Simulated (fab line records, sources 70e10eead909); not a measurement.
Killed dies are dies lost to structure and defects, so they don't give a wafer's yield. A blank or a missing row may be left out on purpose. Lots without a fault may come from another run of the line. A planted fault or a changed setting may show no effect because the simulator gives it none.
fab line records | flow nand_harc
record lots=24 wafers=72 last_day=34
route steps=1302 shown A_WL_FILL@956 A_CONTACT@998
lots that met no fault: from a run of the same line without faults
start_h: hours from the record's first day to the start of the lot's first wafer shown | wait_h: hours since the lot's step before | " the same as in the row above | L1.1+2: a row that stands for several wafers | - no value, or no start given | * or withheld: withheld | < > ~ a bound
route shown NAME@n: a module of which the file shows steps, and the number in the route of the first | usual: mean/standard deviation of fault-free wafers | same: alike in all rows | chamber/n: place in a boat | sites: the reading at each site | _std_site: their standard deviation | _edge_site: outer sites' mean less inner sites' | radius_mm: how far each site lies from the wafer's centre | mask NAME#n: copy n | behind: the tool/chamber that last shaped the wafer | hold: why the lot was held/for how many hours/how that ended | device: the transistor (n, p or np) that didn't switch | end of line: the same wafers' tests at the end of the route | a step without rows: its recipe alone | killed: dies lost to structure and defects at the first sort, not the wafer's yield | map: a wafer's dies, x killed, . not, _ none there
set.NAME: the setting as run; set.NAME@STEP: as run at that earlier step | model.NAME: the simulator's own value behind a step, which no gauge read
steps of the route over a sample of lots; a table a step, a row a wafer
services: from which hour (start_h, from the record's first day; less than 0 if before it) a tool's chamber was out of use, for how many hours, and why
## steps
# step NHARC_A_WL_FILL_CVD_03
# recipe target_thk_a=400 temp_c=300 pressure_torr=40 wf6_flow_sccm=40 h2_flow_sccm=1600 ar_flow_sccm=1560 time_s=279 material=W
# usual heater_power_w=488/22 throttle_valve_pct=7.89/0.21
# columns lot.wafer tool chamber start_h wait_h heater_power_w throttle_valve_pct
L075.2 cvd_w-01 1 468.64 0.1 492 7.75
L075.1 " 0 " " 495 8.10
L075.6 " 1 " " 487 7.37
L077.2 cvd_w-02 0 480.45 0.1 512 7.90
L077.1 " 1 " " 449 7.94
L077.3 " 0 " " 523 7.84
L076.3 cvd_w-01 0 480.72 0.2 505 7.95
L076.4 " 1 " " 494 7.62
L076.5 " 0 " " 505 8.06
L074.3 cvd_w-01 1 484.62 0.2 496 7.70
L074.4 " 0 " " 496 8.27
L074.5 " 1 " " 489 7.50
L078.1 cvd_w-02 0 485.12 0.1 524 7.67
L078.2 " 1 " " 447 7.72
L078.6 " 0 " " 524 7.72
L079.2 cvd_w-02 0 514.48 0.1 517 7.89
L079.3 " 1 " " 451 7.96
L079.5 " 1 " " 445 8.05
L081.2 cvd_w-01 0 514.66 0.2 507 8.11
L081.1 " 1 " " 498 7.69
L081.4 " 1 " " 504 7.54
L080.2 cvd_w-01 1 518.39 0.1 488 7.67
L080.4 " 0 " " 502 8.11
L080.3 " 1 " " 491 7.46
L083.1 cvd_w-01 1 546.14 0.1 484 7.75
L083.3 " 0 " " 493 8.02
L083.6 " 1 " " 488 7.54
L082.1 cvd_w-02 1 546.18 0.1 458 8.03
L082.3 " 0 " " 517 7.76
L082.5 " 0 " " 525 7.81
L085.1 cvd_w-02 1 571.10 0.1 466 8.11
L085.2 " 0 " " 516 7.94
L085.5 " 0 " " 519 7.70
L086.2 cvd_w-02 0 583.79 0.1 529 7.83
L086.3 " 1 " " 464 8.01
L086.5 " 0 " " 538 7.85
L084.1 cvd_w-01 1 583.89 0.1 471 7.72
L084.2 " 0 " " 488 8.31
L084.3 " 1 " " 471 7.72
L088.2 cvd_w-01 1 613.25 0.1 476 7.87
L088.3 " 0 " " 482 8.19
L088.5 " 1 " " 470 7.45
L087.2 cvd_w-01 0 616.06 0.1 485 8.03
L087.6 " 0 " " 489 8.03
L087.5 " 1 " " 465 7.83
L090.3 cvd_w-02 0 616.15 0.2 520 7.83
L090.6 " 0 " " 509 8.06
L090.5 " 1 " " 468 7.94
L089.1 cvd_w-02 1 619.14 0.1 453 7.77
L089.2 " 0 " " 527 7.72
L089.3 " 0 " " 535 7.86
L091.1 cvd_w-01 1 625.47 0.1 480 7.74
L091.3 " 1 " " 470 7.71
L091.4 " 0 " " 483 8.08
L092.1 cvd_w-01 0 651.39 0.1 484 7.97
L092.3 " 0 " " 488 8.48
L092.4 " 1 " " 474 7.94
L093.2 cvd_w-02 0 658.70 0.1 503 7.67
L093.4 " 0 " " 496 7.61
L093.5 " 0 " " 491 7.84
L095.1 cvd_w-01 0 681.07 0.1 503 8.01
L095.3 " 1 " " 472 7.93
L095.5 " 1 " " 474 7.77
L096.1 cvd_w-01 0 686.98 0.1 484 8.07
L096.3 " 1 " " 473 7.65
L096.4 " 0 " " 500 7.93
L094.1 cvd_w-02 1 690.84 0.1 474 8.26
L094.3 " 1 " " 483 8.24
L094.4 " 0 " " 504 7.86
L097.4 cvd_w-01 0 703.82 0.2 494 8.19
L097.3 " 1 " " 486 7.76
L097.6 " 0 " " 501 8.12
# step NHARC_A_WL_FILL_STRIP_29
# recipe time_s=20 o2_flow_sccm=500 ar_flow_sccm=0 bias_w=0 chemistry=O2
# usual drypump_motor_current_A=5.7/0.46 oes_product_au=0.998/0.0092 rf_vpp_V=58.0/0.88 showerhead_plenum_p_Torr=3.61/0.11 throttle_valve_pct=17.036/0.0091
# columns lot.wafer tool chamber start_h wait_h drypump_motor_current_A oes_product_au rf_hours_counter_h rf_vpp_V showerhead_plenum_p_Torr throttle_valve_pct
L075.2 rie_diel-12 3 480.63 0.1 5.0 0.997 0.2 58.6 3.64 17.029
L075.1 " 0 " " 5.1 1.012 0.3 57.8 3.73 17.036
L075.6 " 2 " " 6.4 0.998 - 58.2 3.40 17.032
L076.3 rie_diel-02 0 491.34 0.1 5.6 0.993 2.3 58.5 3.53 17.030
L076.4 " 1 " " 5.8 1.009 2.4 58.1 3.66 17.023
L076.5 " 2 " " 6.0 1.004 - 58.1 3.70 17.046
L077.2 rie_diel-12 1 491.35 0.1 5.3 0.999 0.5 57.1 3.58 17.037
L077.3 " 3 " " 5.1 1.001 0.4 59.2 3.64 17.022
L077.1 " 0 " " 5.1 1.006 0.4 58.0 3.73 17.048
L074.4 rie_diel-02 2 494.94 0.1 6.0 1.000 2.4 58.8 3.70 17.051
L074.3 " 3 " " 5.8 1.008 2.4 58.7 3.72 17.021
L074.5 " 1 " " 5.8 1.004 - 59.4 3.66 17.033
L078.2 rie_diel-12 3 494.97 0.1 5.0 1.007 0.5 58.0 3.64 17.032
L078.1 " 1 " " 5.3 1.002 0.5 58.0 3.58 17.050
L078.6 " 2 " " 6.4 1.000 - 57.4 3.40 17.027
L081.1 rie_diel-12 1 525.31 0.1 5.3 0.985 1.5 57.5 3.58 17.033
L081.4 " 3 " " 5.1 1.002 1.4 57.4 3.64 17.028
L081.2 " 0 " " 5.1 0.997 1.5 58.2 3.73 17.038
L079.2 rie_diel-07 0 525.33 0.1 5.5 1.007 3.3 59.2 3.66 17.040
L079.3 " 1 " " 5.2 0.994 3.4 56.9 3.75 17.039
L079.5 " 1 " " 5.2 0.992 - 57.6 3.75 17.036
L080.2 rie_diel-07 1 529.39 0.1 5.2 0.985 3.5 57.7 3.75 17.035
L080.4 " 2 " " 6.4 0.994 3.4 58.6 3.41 17.045
L080.3 " 3 " " 6.1 0.983 3.4 58.4 3.57 17.046
L083.3 rie_diel-07 3 559.06 0.1 6.0 1.001 4.7 57.5 3.57 17.045
L083.1 " 0 " " 5.5 0.996 4.9 58.1 3.66 17.041
L083.6 " 2 " " 6.5 0.998 - 56.4 3.41 17.043
L082.3 rie_diel-02 2 559.08 0.1 6.0 1.012 4.5 57.2 3.70 17.034
L082.1 " 0 " " 5.7 0.985 4.5 57.7 3.53 17.034
L082.5 " 2 " " 6.0 1.004 - 57.6 3.70 17.043
L085.2 rie_diel-02 1 581.96 0.1 5.8 0.989 0.3 58.5 3.65 17.051
L085.1 " 3 " " 5.8 0.997 0.4 57.7 3.72 17.038
L085.5 " 2 " " 6.0 0.997 - 57.7 3.70 17.049
L084.3 rie_diel-07 2 594.96 0.1 6.5 0.999 6.0 56.5 3.41 17.022
L084.2 " 0 " " 5.5 0.995 6.8 57.4 3.66 17.057
L084.1 " 1 " " 5.1 0.997 7.0 57.6 3.75 17.036
L086.2 rie_diel-12 3 594.99 0.1 5.0 1.014 3.8 56.8 3.64 17.034
L086.3 " 0 " " 5.1 0.984 3.9 58.8 3.73 17.047
L086.5 " 1 " " 5.3 0.989 - 57.3 3.58 17.038
L087.2 rie_diel-07 2 624.12 0.1 6.4 1.002 6.4 57.2 3.41 17.033
L087.6 " 3 " " 6.1 0.992 - 58.0 3.57 17.037
L087.5 " 0 " " 5.5 0.985 - 55.9 3.66 17.039
L090.3 rie_diel-02 3 624.12 0.1 5.9 1.002 1.2 59.0 3.72 17.035
L090.5 " 1 " " 5.8 1.011 - 58.0 3.65 17.042
L090.6 " 2 " " 6.0 0.997 - 58.1 3.70 17.048
L088.2 rie_diel-02 2 627.22 0.1 6.0 1.007 1.6 58.6 3.70 17.023
L088.3 " 1 " " 5.8 1.019 1.6 60.5 3.65 17.040
L088.5 " 3 " " 5.8 1.011 - 58.7 3.71 17.036
L089.2 rie_diel-07 3 632.48 0.1 6.1 0.995 7.1 55.5 3.57 17.040
L089.1 " 0 " " 5.5 0.980 7.9 59.2 3.66 17.038
L089.3 " 1 " " 5.1 0.997 7.8 58.3 3.75 17.035
L091.3 rie_diel-02 1 637.20 0.1 5.8 1.001 1.8 58.8 3.65 17.030
L091.4 " 2 " " 6.0 0.993 1.8 58.5 3.70 17.026
L091.1 " 3 " " 5.8 0.998 1.7 58.0 3.71 17.030
L092.1 rie_diel-02 0 665.75 0.1 5.6 1.004 2.3 58.5 3.52 17.019
L092.4 " 2 " " 6.0 1.007 2.4 57.9 3.70 17.058
L092.3 " 3 " " 5.8 1.010 2.4 57.5 3.71 17.025
L093.2 rie_diel-12 0 674.19 0.1 5.1 0.996 1.1 58.7 3.73 17.029
L093.5 " 3 " " 5.0 0.997 - 59.1 3.64 17.038
L093.4 " 0 " " 5.1 1.007 - 58.2 3.73 17.025
L095.1 rie_diel-07 2 694.53 0.1 6.5 0.987 2.7 57.8 3.41 17.033
L095.3 " 0 " " 5.5 0.977 2.9 58.6 3.66 17.040
L095.5 " 2 " " 6.5 0.985 - 57.5 3.41 17.036
L096.3 rie_diel-12 0 699.70 0.1 5.1 1.012 1.8 58.0 3.73 17.059
L096.1 " 1 " " 5.3 0.997 1.9 58.6 3.58 17.027
L096.4 " 2 " " 6.4 1.004 1.4 57.1 3.40 17.053
L094.1 rie_diel-07 2 702.82 0.1 6.5 1.000 2.8 57.4 3.41 17.037
L094.3 " 3 " " 6.0 1.000 3.0 56.9 3.56 17.042
L094.4 " 2 " " 6.5 0.989 - 57.8 3.41 17.035
L097.3 rie_diel-07 2 715.75 0.1 6.4 0.986 3.6 57.1 3.41 17.040
L097.4 " 0 " " 5.5 0.988 3.5 57.0 3.66 17.044
L097.6 " 2 " " 6.4 0.989 - 57.9 3.41 17.019
# step NHARC_A_CONTACT_OVL_MEAS_43
# usual overlay_x_nm=0.1/0.75 overlay_y_nm=0.1/0.92
# columns lot.wafer tool chamber start_h wait_h overlay_x_nm overlay_y_nm
L075.1 overlay-02 - 492.73 - -0.5 -0.1
L075.2 " - " " -0.7 0.2
L075.6 " - " " -1.0 0.3
L077.1 overlay-01 - 506.16 - 0.0 0.5
L077.2 " - " " 0.3 0.9
L077.3 " - " " 0.2 1.0
L076.3 overlay-02 - 506.52 - 0.0 0.9
L076.4 " - " " 0.3 0.0
L076.5 " - " " 0.0 0.6
L078.1 overlay-02 - 512.63 - 0.9 -0.6
L078.2 " - " " 0.9 -0.4
L078.6 " - " " 0.9 -0.3
L074.3 overlay-02 - 513.54 - 2.3 -0.3
L074.4 " - " " 1.4 -0.3
L074.5 " - " " 1.7 0.2
L081.1 overlay-02 - 537.62 - 0.3 -0.3
L081.2 " - " " 0.2 -0.3
L081.4 " - " " 0.4 -0.3
L079.2 overlay-01 - 537.77 - 0.0 2.3
L079.3 " - " " -0.2 2.0
L079.5 " - " " -0.5 2.3
L080.2 overlay-01 - 542.43 - 1.0 -0.2
L080.3 " - " " 0.4 0.1
L080.4 " - " " -0.1 -0.6
L083.1 overlay-01 - 571.84 - 0.1 0.5
L083.3 " - " " 0.8 0.4
L083.6 " - " " 0.5 -0.2
L082.1 overlay-01 - 573.61 - 0.0 2.1
L082.3 " - " " -0.4 1.6
L082.5 " - " " -0.5 1.6
L085.1 overlay-02 - 594.54 - -0.7 -1.8
L085.2 " - " " -0.8 -0.9
L085.5 " - " " -1.3 -0.9
L084.1 overlay-02 - 609.41 - 0.4 0.1
L084.2 " - " " 0.0 0.8
L084.3 " - " " 0.0 0.3
L086.2 overlay-01 - 610.70 - 0.9 0.7
L086.3 " - " " 0.8 0.7
L086.5 " - " " 0.6 0.0
L090.3 overlay-02 - 636.26 - 0.2 -0.9
L090.5 " - " " -0.2 -0.3
L090.6 " - " " -0.1 -0.7
L087.2 overlay-01 - 636.42 - 0.4 -2.0
L087.5 " - " " 0.1 -2.4
L087.6 " - " " 0.1 -2.2
L088.2 overlay-02 - 640.46 - 1.2 -0.5
L088.3 " - " " 1.3 -0.5
L088.5 " - " " 1.6 -0.1
L089.1 overlay-02 - 644.84 - -0.5 0.5
L089.2 " - " " -0.3 0.6
L089.3 " - " " -0.2 0.7
L091.1 overlay-01 - 649.34 - 1.5 -0.6
L091.3 " - " " 0.3 -0.3
L091.4 " - " " 1.3 0.1
L092.1 overlay-02 - 678.11 - 0.1 -0.5
L092.3 " - " " -0.6 0.0
L092.4 " - " " -1.0 -0.3
L093.2 overlay-01 - 686.22 - -0.3 0.8
L093.4 " - " " -0.8 1.4
L093.5 " - " " -1.0 1.1
L095.1 overlay-01 - 706.79 - -1.2 0.5
L095.3 " - " " -0.6 0.3
L095.5 " - " " -1.0 0.9
L096.1 overlay-01 - 712.65 - 0.0 -0.6
L096.3 " - " " -0.1 -0.2
L096.4 " - " " -0.3 -0.8
L094.1 overlay-02 - 716.01 - -0.7 0.1
L094.3 " - " " -0.6 0.7
L094.4 " - " " -0.5 0.3
L097.3 overlay-02 - 727.25 - 0.3 1.5
L097.4 " - " " 0.5 1.0
L097.6 " - " " -0.1 1.1
# step NHARC_A_CONTACT_ETCH_114
# recipe source_w=withheld pressure_mtorr=20 bias_v=3000 time_s=190 target_depth_a=18500 ar_flow_sccm=withheld c4f8_flow_sccm=withheld o2_flow_sccm=withheld chemistry=C4F8/O2/Ar
# columns lot.wafer tool chamber start_h wait_h rf_hours_counter_h
L075.1 har_cap_etch-03 0 495.20 0.1 38
L075.2 " 1 " " 38
L075.6 " 0 " " -
L077.2 har_cap_etch-02 1 508.65 0.1 80
L077.1 " 0 " " 80
L077.3 " 0 " " -
L076.4 har_cap_etch-03 0 510.23 0.2 -
L076.3 " 1 " " -
L076.5 " 0 " " -
L078.2 har_cap_etch-03 1 515.28 0.2 45
L078.1 " 0 " " 45
L078.6 " 1 " " -
L074.3 har_cap_etch-02 1 516.10 0.1 -
L074.4 " 0 " " -
L074.5 " 0 " " -
L081.2 har_cap_etch-01 1 540.36 0.1 5
L081.1 " 0 " " 5
L081.4 " 1 " " -
L079.2 har_cap_etch-03 0 541.25 0.1 52
L079.3 " 1 " " -
L079.5 " 0 " " -
L080.2 har_cap_etch-02 0 544.93 0.1 92
L080.4 " 1 " " -
L080.3 " 0 " " -
L083.1 har_cap_etch-01 0 574.29 0.1 10
L083.3 " 0 " " -
L083.6 " 1 " " -
L082.1 har_cap_etch-03 1 576.10 0.1 57
L082.3 " 0 " " -
L082.5 " 1 " " -
L085.1 har_cap_etch-01 1 597.01 0.1 14
L085.2 " 0 " " 14
L085.5 " 0 " " -
L084.2 har_cap_etch-02 0 611.87 0.1 100
L084.1 " 1 " " 100
L084.3 " 1 " " -
L086.2 har_cap_etch-01 1 613.27 0.1 17
L086.3 " 0 " " -
L086.5 " 0 " " -
L090.3 har_cap_etch-01 1 638.81 0.1 -
L090.5 " 0 " " -
L090.6 " 1 " " -
L087.2 har_cap_etch-03 1 638.88 0.1 65
L087.5 " 1 " " -
L087.6 " 0 " " -
L088.2 har_cap_etch-02 1 643.09 0.1 106
L088.3 " 0 " " -
L088.5 " 0 " " -
L089.2 har_cap_etch-01 0 647.29 0.1 23
L089.1 " 1 " " 23
L089.3 " 1 " " -
L091.1 har_cap_etch-01 0 651.82 0.1 25
L091.3 " 1 " " -
L091.4 " 0 " " -
L092.1 har_cap_etch-02 0 681.31 0.1 113
L092.3 " 0 " " -
L092.4 " 1 " " -
L093.2 har_cap_etch-03 1 688.72 0.1 74
L093.4 " 0 " " -
L093.5 " 1 " " -
L095.1 har_cap_etch-02 1 709.29 0.1 117
L095.3 " 0 " " -
L095.5 " 0 " " -
L096.1 har_cap_etch-03 0 715.18 0.1 77
L096.3 " 1 " " -
L096.4 " 0 " " -
L094.1 har_cap_etch-01 0 718.55 0.1 35
L094.3 " 0 " " -
L094.4 " 1 " " -
L097.3 har_cap_etch-02 1 730.10 0.1 -
L097.4 " 0 " " -
L097.6 " 1 " " -
# step NHARC_A_CONTACT_ETCH_117
# recipe source_w=withheld pressure_mtorr=20 bias_v=3000 time_s=190 target_depth_a=18500 ar_flow_sccm=withheld c4f8_flow_sccm=withheld o2_flow_sccm=withheld chemistry=C4F8/O2/Ar
# columns lot.wafer tool chamber start_h wait_h rf_hours_counter_h
L075.1 har_cap_etch-03 0 495.71 0.1 39
L075.2 " 1 " " 39
L075.6 " 0 " " -
L077.2 har_cap_etch-02 1 509.16 0.1 80
L077.1 " 0 " " 80
L077.3 " 0 " " -
L076.4 har_cap_etch-03 0 510.91 0.2 -
L076.3 " 1 " " -
L076.5 " 0 " " -
L078.2 har_cap_etch-03 1 515.96 0.2 45
L078.1 " 0 " " 45
L078.6 " 1 " " -
L074.3 har_cap_etch-02 1 516.61 0.1 -
L074.4 " 0 " " -
L074.5 " 0 " " -
L081.2 har_cap_etch-01 1 540.88 0.1 5
L081.1 " 0 " " 5
L081.4 " 1 " " -
L079.2 har_cap_etch-03 0 541.77 0.1 52
L079.3 " 1 " " -
L079.5 " 0 " " -
L080.2 har_cap_etch-02 0 545.44 0.1 92
L080.4 " 1 " " -
L080.3 " 0 " " -
L083.1 har_cap_etch-01 0 574.80 0.1 11
L083.3 " 0 " " -
L083.6 " 1 " " -
L082.1 har_cap_etch-03 1 576.61 0.1 58
L082.3 " 0 " " -
L082.5 " 1 " " -
L085.1 har_cap_etch-01 1 597.52 0.1 15
L085.2 " 0 " " 15
L085.5 " 0 " " -
L084.2 har_cap_etch-02 0 612.38 0.1 101
L084.1 " 1 " " 101
L084.3 " 1 " " -
L086.2 har_cap_etch-01 1 613.78 0.1 17
L086.3 " 0 " " -
L086.5 " 0 " " -
L090.3 har_cap_etch-01 1 639.32 0.1 -
L090.5 " 0 " " -
L090.6 " 1 " " -
L087.2 har_cap_etch-03 1 639.39 0.1 66
L087.5 " 1 " " -
L087.6 " 0 " " -
L088.2 har_cap_etch-02 1 643.61 0.1 106
L088.3 " 0 " " -
L088.5 " 0 " " -
L089.2 har_cap_etch-01 0 647.80 0.1 23
L089.1 " 1 " " 23
L089.3 " 1 " " -
L091.1 har_cap_etch-01 0 652.33 0.1 26
L091.3 " 1 " " -
L091.4 " 0 " " -
L092.1 har_cap_etch-02 0 681.82 0.1 114
L092.3 " 0 " " -
L092.4 " 1 " " -
L093.2 har_cap_etch-03 1 689.24 0.1 74
L093.4 " 0 " " -
L093.5 " 1 " " -
L095.1 har_cap_etch-02 1 709.81 0.1 118
L095.3 " 0 " " -
L095.5 " 0 " " -
L096.1 har_cap_etch-03 0 715.70 0.1 78
L096.3 " 1 " " -
L096.4 " 0 " " -
L094.1 har_cap_etch-01 0 719.07 0.1 35
L094.3 " 0 " " -
L094.4 " 1 " " -
L097.3 har_cap_etch-02 1 730.62 0.1 -
L097.4 " 0 " " -
L097.6 " 1 " " -
# step NHARC_A_CONTACT_ETCH_119
# recipe source_w=withheld pressure_mtorr=20 bias_v=3000 time_s=190 target_depth_a=18500 ar_flow_sccm=withheld c4f8_flow_sccm=withheld o2_flow_sccm=withheld chemistry=C4F8/O2/Ar
# columns lot.wafer tool chamber start_h wait_h rf_hours_counter_h
L075.1 har_cap_etch-03 0 496.06 0.1 39
L075.2 " 1 " " 39
L075.6 " 0 " " -
L077.2 har_cap_etch-02 1 509.50 0.1 81
L077.1 " 0 " " 81
L077.3 " 0 " " -
L076.4 har_cap_etch-03 0 511.37 0.2 -
L076.3 " 1 " " -
L076.5 " 0 " " -
L078.2 har_cap_etch-03 1 516.42 0.2 45
L078.1 " 0 " " 45
L078.6 " 1 " " -
L074.3 har_cap_etch-02 1 516.96 0.1 -
L074.4 " 0 " " -
L074.5 " 0 " " -
L081.2 har_cap_etch-01 1 541.22 0.1 6
L081.1 " 0 " " 6
L081.4 " 1 " " -
L079.2 har_cap_etch-03 0 542.10 0.1 53
L079.3 " 1 " " -
L079.5 " 0 " " -
L080.2 har_cap_etch-02 0 545.78 0.1 93
L080.4 " 1 " " -
L080.3 " 0 " " -
L083.1 har_cap_etch-01 0 575.14 0.1 11
L083.3 " 0 " " -
L083.6 " 1 " " -
L082.1 har_cap_etch-03 1 576.96 0.1 58
L082.3 " 0 " " -
L082.5 " 1 " " -
L085.1 har_cap_etch-01 1 597.86 0.1 15
L085.2 " 0 " " 15
L085.5 " 0 " " -
L084.2 har_cap_etch-02 0 612.72 0.1 101
L084.1 " 1 " " 101
L084.3 " 1 " " -
L086.2 har_cap_etch-01 1 614.11 0.1 17
L086.3 " 0 " " -
L086.5 " 0 " " -
L090.3 har_cap_etch-01 1 639.65 0.1 -
L090.5 " 0 " " -
L090.6 " 1 " " -
L087.2 har_cap_etch-03 1 639.73 0.1 66
L087.5 " 1 " " -
L087.6 " 0 " " -
L088.2 har_cap_etch-02 1 643.94 0.1 106
L088.3 " 0 " " -
L088.5 " 0 " " -
L089.2 har_cap_etch-01 0 648.14 0.1 24
L089.1 " 1 " " 24
L089.3 " 1 " " -
L091.1 har_cap_etch-01 0 652.67 0.1 26
L091.3 " 1 " " -
L091.4 " 0 " " -
L092.1 har_cap_etch-02 0 682.16 0.1 114
L092.3 " 0 " " -
L092.4 " 1 " " -
L093.2 har_cap_etch-03 1 689.59 0.1 75
L093.4 " 0 " " -
L093.5 " 1 " " -
L095.1 har_cap_etch-02 1 710.15 0.1 118
L095.3 " 0 " " -
L095.5 " 0 " " -
L096.1 har_cap_etch-03 0 716.04 0.1 78
L096.3 " 1 " " -
L096.4 " 0 " " -
L094.1 har_cap_etch-01 0 719.41 0.1 36
L094.3 " 0 " " -
L094.4 " 1 " " -
L097.3 har_cap_etch-02 1 730.96 0.1 -
L097.4 " 0 " " -
L097.6 " 1 " " -
## services
# columns tool chamber start_h hours kind
cvd_w-02 - 450.48 13.0 pm
rie_diel-07 0 457.18 24.8 repair
har_cap_etch-02 - 470.12 0.3 repair
rie_diel-07 - 471.20 9.0 pm
rie_diel-07 2 484.12 2.5 repair
cvd_w-02 1 495.53 9.1 repair
har_cap_etch-01 - 498.38 17.0 pm
cvd_w-01 1 501.31 2.9 repair
rie_diel-02 1 529.13 17.8 repair
rie_diel-07 2 532.14 2.5 repair
cvd_w-01 - 547.00 13.0 pm
cvd_w-02 - 547.04 0.5 repair
rie_diel-02 2 565.61 6.4 repair
rie_diel-02 - 570.70 9.0 pm
rie_diel-07 3 593.18 9.3 repair
rie_diel-07 2 605.78 2.4 repair
cvd_w-02 - 631.48 13.0 pm
rie_diel-07 3 645.54 2.3 repair
rie_diel-07 - 648.20 9.0 pm
cvd_w-02 1 678.32 3.6 repair
cvd_w-01 - 683.56 1.5 repair
rie_diel-07 1 696.20 7.4 repair
cvd_w-01 1 725.78 14.0 repair
cvd_w-01 - 728.07 13.0 pm
## key
fault none
